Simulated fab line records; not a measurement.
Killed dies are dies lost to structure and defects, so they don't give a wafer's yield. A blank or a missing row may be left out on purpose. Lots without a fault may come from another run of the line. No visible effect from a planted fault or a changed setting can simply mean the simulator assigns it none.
Chamber matching || flow n5_finfet || N5_BEOL_M1_STRIP_66 on rie_diel-04 has 4 sister chambers
The step strips in CF4. 18 wafers are shown with their chamber, then 9 later ones without.

WAFERS WITH THEIR CHAMBER
{"wafer": "L076.1", "chamber": 0, "drypump_motor_current_A (A)": 5.2, "showerhead_plenum_p_Torr (Torr)": 1.72, "throttle_valve_pct (%)": 13.72}
{"wafer": "L076.4", "chamber": 3, "drypump_motor_current_A (A)": 5.3, "showerhead_plenum_p_Torr (Torr)": 1.76, "throttle_valve_pct (%)": 13.44}
{"wafer": "L076.6", "chamber": 0, "drypump_motor_current_A (A)": 5.2, "showerhead_plenum_p_Torr (Torr)": 1.72, "throttle_valve_pct (%)": 13.74}
{"wafer": "L079.1", "chamber": 0, "drypump_motor_current_A (A)": 5.2, "showerhead_plenum_p_Torr (Torr)": 1.72, "throttle_valve_pct (%)": 13.75}
{"wafer": "L079.2", "chamber": 3, "drypump_motor_current_A (A)": 5.3, "showerhead_plenum_p_Torr (Torr)": 1.76, "throttle_valve_pct (%)": 13.42}
{"wafer": "L079.5", "chamber": 2, "drypump_motor_current_A (A)": 6.2, "showerhead_plenum_p_Torr (Torr)": 1.78, "throttle_valve_pct (%)": 13.77}
{"wafer": "L080.2", "chamber": 1, "drypump_motor_current_A (A)": 5.2, "showerhead_plenum_p_Torr (Torr)": 1.83, "throttle_valve_pct (%)": 13.47}
{"wafer": "L080.3", "chamber": 0, "drypump_motor_current_A (A)": 5.2, "showerhead_plenum_p_Torr (Torr)": 1.72, "throttle_valve_pct (%)": 13.74}
{"wafer": "L080.4", "chamber": 3, "drypump_motor_current_A (A)": 5.2, "showerhead_plenum_p_Torr (Torr)": 1.76, "throttle_valve_pct (%)": 13.45}
{"wafer": "L082.1", "chamber": 2, "drypump_motor_current_A (A)": 6.2, "showerhead_plenum_p_Torr (Torr)": 1.78, "throttle_valve_pct (%)": 13.80}
{"wafer": "L082.3", "chamber": 0, "drypump_motor_current_A (A)": 5.2, "showerhead_plenum_p_Torr (Torr)": 1.72, "throttle_valve_pct (%)": 13.74}
{"wafer": "L082.6", "chamber": 1, "drypump_motor_current_A (A)": 5.2, "showerhead_plenum_p_Torr (Torr)": 1.83, "throttle_valve_pct (%)": 13.49}
{"wafer": "L087.1", "chamber": 0, "drypump_motor_current_A (A)": 5.2, "showerhead_plenum_p_Torr (Torr)": 1.72, "throttle_valve_pct (%)": 13.77}
{"wafer": "L087.3", "chamber": 1, "drypump_motor_current_A (A)": 5.2, "showerhead_plenum_p_Torr (Torr)": 1.82, "throttle_valve_pct (%)": 13.50}
{"wafer": "L087.5", "chamber": 2, "drypump_motor_current_A (A)": 6.2, "showerhead_plenum_p_Torr (Torr)": 1.78, "throttle_valve_pct (%)": 13.81}
{"wafer": "L090.2", "chamber": 0, "drypump_motor_current_A (A)": 5.2, "showerhead_plenum_p_Torr (Torr)": 1.71, "throttle_valve_pct (%)": 13.79}
{"wafer": "L090.3", "chamber": 3, "drypump_motor_current_A (A)": 5.3, "showerhead_plenum_p_Torr (Torr)": 1.76, "throttle_valve_pct (%)": 12.91}
{"wafer": "L090.4", "chamber": 1, "drypump_motor_current_A (A)": 5.2, "showerhead_plenum_p_Torr (Torr)": 1.82, "throttle_valve_pct (%)": 13.52}

SIGNATURES, as means of the wafers listed above
{"reading": "drypump_motor_current_A", "chamber 0": 5.200, "chamber 1": 5.200, "chamber 2": 6.200, "chamber 3": 5.275, "scatter within a chamber": 0.0231}
{"reading": "showerhead_plenum_p_Torr", "chamber 0": 1.7186, "chamber 1": 1.8250, "chamber 2": 1.7800, "chamber 3": 1.7600, "scatter within a chamber": 0.00364}
{"reading": "throttle_valve_pct", "chamber 0": 13.7500, "chamber 1": 13.4950, "chamber 2": 13.7933, "chamber 3": 13.3050, "scatter within a chamber": 0.124}
Rule: distance of a wafer from a chamber = root of the sum over the readings of ((wafer's reading minus chamber's mean) / reading's scatter) squared. If the next closest chamber is less than 2 further off than the closest, the wafer can't be placed; otherwise it belongs to the closest. The scatter is the square root of a quotient: the sum, over the shown wafers, of each reading's squared deviation from its chamber's mean, divided by wafers minus chambers.

WAFERS WHOSE CHAMBER IS MISSING
{"wafer": "L092.1", "drypump_motor_current_A (A)": 5.2, "showerhead_plenum_p_Torr (Torr)": 1.76, "throttle_valve_pct (%)": 12.90}
{"wafer": "L092.2", "drypump_motor_current_A (A)": 6.2, "showerhead_plenum_p_Torr (Torr)": 1.77, "throttle_valve_pct (%)": 13.82}
{"wafer": "L092.5", "drypump_motor_current_A (A)": 5.2, "showerhead_plenum_p_Torr (Torr)": 1.71, "throttle_valve_pct (%)": 13.81}
{"wafer": "L094.2", "drypump_motor_current_A (A)": 5.3, "showerhead_plenum_p_Torr (Torr)": 1.75, "throttle_valve_pct (%)": 12.93}
{"wafer": "L094.3", "drypump_motor_current_A (A)": 5.2, "showerhead_plenum_p_Torr (Torr)": 1.71, "throttle_valve_pct (%)": 13.81}
{"wafer": "L094.4", "drypump_motor_current_A (A)": 6.2, "showerhead_plenum_p_Torr (Torr)": 1.77, "throttle_valve_pct (%)": 13.84}
{"wafer": "L097.1", "drypump_motor_current_A (A)": 5.3, "showerhead_plenum_p_Torr (Torr)": 1.71, "throttle_valve_pct (%)": 13.82}
{"wafer": "L097.3", "drypump_motor_current_A (A)": 6.2, "showerhead_plenum_p_Torr (Torr)": 1.77, "throttle_valve_pct (%)": 13.84}
{"wafer": "L097.5", "drypump_motor_current_A (A)": 5.2, "showerhead_plenum_p_Torr (Torr)": 1.82, "throttle_valve_pct (%)": 13.54}

EACH ONE'S CHAMBER
{"wafer": "L092.1", "from the rows above": 3, "in truth": 3}
{"wafer": "L092.2", "from the rows above": 2, "in truth": 2}
{"wafer": "L092.5", "from the rows above": 0, "in truth": 0}
{"wafer": "L094.2", "from the rows above": 3, "in truth": 3}
{"wafer": "L094.3", "from the rows above": 0, "in truth": 0}
{"wafer": "L094.4", "from the rows above": 2, "in truth": 2}
{"wafer": "L097.1", "from the rows above": 0, "in truth": 0}
{"wafer": "L097.3", "from the rows above": 2, "in truth": 2}
{"wafer": "L097.5", "from the rows above": 1, "in truth": 1}
Correct placement for 9 of the 9. Can't be placed from these rows: 0. 0 placed wrongly.
